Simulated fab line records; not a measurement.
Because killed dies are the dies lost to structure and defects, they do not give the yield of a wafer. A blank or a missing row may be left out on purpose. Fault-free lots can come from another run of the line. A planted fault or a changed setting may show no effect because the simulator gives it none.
Matching of chambers :: flow n5_finfet :: 3 sister chambers for N5_BEOL_M9_DEP_56 on pecvd-03
The step deposits SiCN from 3MS/NH3, target thk 15 nm, time 26.5 s. 6 wafers are shown with their chamber, then 8 later ones without.

## EACH WAFER AND ITS CHAMBER
wafer: L477.4
chamber: 1
showerhead_plenum_p_Torr (Torr): 3.662
throttle_valve_pct (%): 8.90

wafer: L477.6
chamber: 2
showerhead_plenum_p_Torr (Torr): 3.668
throttle_valve_pct (%): 8.49

wafer: L480.1
chamber: 0
showerhead_plenum_p_Torr (Torr): 3.677
throttle_valve_pct (%): 8.85

wafer: L480.4
chamber: 2
showerhead_plenum_p_Torr (Torr): 3.660
throttle_valve_pct (%): 8.60

wafer: L480.6
chamber: 1
showerhead_plenum_p_Torr (Torr): 3.660
throttle_valve_pct (%): 8.98

wafer: L481.2
chamber: 0
showerhead_plenum_p_Torr (Torr): 3.676
throttle_valve_pct (%): 9.14

## WAFERS WITH NO CHAMBER GIVEN
wafer: L481.5
showerhead_plenum_p_Torr (Torr): 3.673
throttle_valve_pct (%): 8.76

wafer: L481.6
showerhead_plenum_p_Torr (Torr): 3.654
throttle_valve_pct (%): 8.59

wafer: L486.2
showerhead_plenum_p_Torr (Torr): 3.664
throttle_valve_pct (%): 8.92

wafer: L486.3
showerhead_plenum_p_Torr (Torr): 3.678
throttle_valve_pct (%): 9.05

wafer: L486.4
showerhead_plenum_p_Torr (Torr): 3.678
throttle_valve_pct (%): 9.28

wafer: L494.1
showerhead_plenum_p_Torr (Torr): 3.651
throttle_valve_pct (%): 8.48

wafer: L494.4
showerhead_plenum_p_Torr (Torr): 3.664
throttle_valve_pct (%): 8.52

wafer: L494.6
showerhead_plenum_p_Torr (Torr): 3.675
throttle_valve_pct (%): 8.97

## THE CHAMBER EACH PASSED THROUGH
wafer: L481.5
from the rows above: can't be placed: 0 or 2 or 1
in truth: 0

wafer: L481.6
from the rows above: can't be placed: 2 or 1
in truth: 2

wafer: L486.2
from the rows above: can't be placed: 1 or 2
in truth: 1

wafer: L486.3
from the rows above: 0
in truth: 0

wafer: L486.4
from the rows above: 0
in truth: 0

wafer: L494.1
from the rows above: can't be placed: 2 or 1
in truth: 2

wafer: L494.4
from the rows above: 2
in truth: 2

wafer: L494.6
from the rows above: 0
in truth: 0
4 of 8 placed correctly. Not placeable from these rows: 4 (in 4, the candidates include the true chamber). 0 placed wrongly.
How it was worked out, from the rows above alone: a wafer's distance from a chamber is the root of the sum, over the readings, of the square of ((its reading less the chamber's mean) divided by the reading's scatter). If the next closest chamber is less than 2 further off than the closest, the wafer can't be placed; otherwise it belongs to the closest. A chamber's mean is the mean of its shown wafers. The scatter is the square root of a quotient: the sum, over the shown wafers, of each reading's squared deviation from its chamber's mean, divided by wafers minus chambers.
